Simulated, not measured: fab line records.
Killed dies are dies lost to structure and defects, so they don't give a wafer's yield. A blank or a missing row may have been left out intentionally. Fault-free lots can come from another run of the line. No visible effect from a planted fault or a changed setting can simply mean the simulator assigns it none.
Split-lot trial -- flow n5-finfet -- route with 1938 steps; 7 lots, 21 wafers read

== THE SPLIT ==
At N5_FIN_CUT_COAT_19 (time 60 s, resist thk 20 nm), the setting spin-rpm was moved away from the recipe's 1500 rpm on 2 of the 21 wafers read, by -3.0% to +8.7%. This setting was run at the recipe's value on the other wafers.

== FROM THE SPLIT TO THE READING: what the file shows between them, 4 steps ==
- N5_FIN_CUT_COAT_29: time 60 s, resist thk 10 nm
- N5_FIN_CUT_COAT_02: resist thk 30 nm
- N5_FIN_CUT_DESCUM_13: chemistry O2, time 7 s
- N5_FIN_CUT_ETCH_30: etches underlayer in N2/H2, target depth 13 nm, time 10.4 s

== THE READING ==
etch.depth-nm (the simulator's own value, which no gauge read), in nm, at N5_FIN_CUT_ETCH_20 (etches SiARC in CF4, target depth 26 nm, time 43.3 s). The file does not state a usual value for it. Here, 19 wafers ran the recipe; their average is 19.93 nm with a standard deviation of 0.048 nm.

wafer,"tool, chamber at the split","spin-rpm as run, rpm",against the recipe,"etch.depth-nm, nm",against lot-mates on the recipe
L078.1,"litho-track-03, 0",1500,recipe,20,-
L078.5,"litho-track-03, 0",1500,recipe,19.96,-
L078.6,"litho-track-03, 0",1500,recipe,19.99,-
L084.4,"litho-track-02, 0",1500,recipe,19.96,-
L084.5,"litho-track-02, 0",1500,recipe,19.94,-
L084.6,"litho-track-02, 0",1455,-3.0%,20.26,+0.31
L085.4,"litho-track-03, 0",1500,recipe,19.95,-
L085.5,"litho-track-03, 0",1500,recipe,19.96,-
L085.6,"litho-track-03, 0",1500,recipe,19.94,-
L087.3,"litho-track-03, 0",1500,recipe,19.95,-
L087.5,"litho-track-03, 0",1500,recipe,19.94,-
L087.6,"litho-track-03, 0",1500,recipe,19.97,-
L089.1,"litho-track-02, 0",1500,recipe,19.85,-
L089.2,"litho-track-02, 0",1631,+8.7%,19.06,-0.83
L089.4,"litho-track-02, 0",1500,recipe,19.93,-
L094.1,"litho-track-03, 0",1500,recipe,19.99,-
L094.4,"litho-track-03, 0",1500,recipe,19.93,-
L094.5,"litho-track-03, 0",1500,recipe,19.91,-
L097.1,"litho-track-05, 0",1500,recipe,19.86,-
L097.2,"litho-track-05, 0",1500,recipe,19.86,-
L097.6,"litho-track-05, 0",1500,recipe,19.83,-

THE FIT
A straight line over all 21 wafers: etch.depth-nm changes by -0.101 nm for each +1% of spin-rpm; r = -0.97; the points scatter about the line by 0.048 nm.
The same after taking each lot's own level away (the mean of its wafers on the recipe; 21 wafers): -0.096 nm for each +1%; r = -0.99; scatter 0.022 nm.
On that fit, the largest move of spin-rpm shifts the reading by 0.84 nm.
Across the lots, their own levels run from 19.850 to 19.983 nm, a range of 2.8 times the standard deviation given above.
So the lot-to-lot level changes the slope little: the two slopes agree.
Check: for one of the wafers moved furthest among these (+8.7%), held out of the fit, the line's prediction against its lot-mates is -0.902 nm. Against them it came out at -0.83 nm.

== ADDITIONAL SPLITS CARRIED BY THESE WAFERS ==
Note: prior to the reading, these wafers also went through further splits. Each is held against what the fit with the lots' levels taken away leaves over:
other split on the same wafers,wafers away from the commonest value,r with etch.depth-nm (lot level and that fit taken away)
N5_WELL_APT_COAT_02 spin-rpm,5,-0.19
N5_PMOS_HMC_CHANNEL_EPI_HM_DEP_34 time-s,9,+0.18
N5_PMOS_HMC_CHANNEL_EPI_PEB_07 peb-time-s,10,+0.05

== THE FILE'S OWN FIT ==
etch.depth-nm changes by -0.0962 nm for each +1% of spin-rpm, r = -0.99.
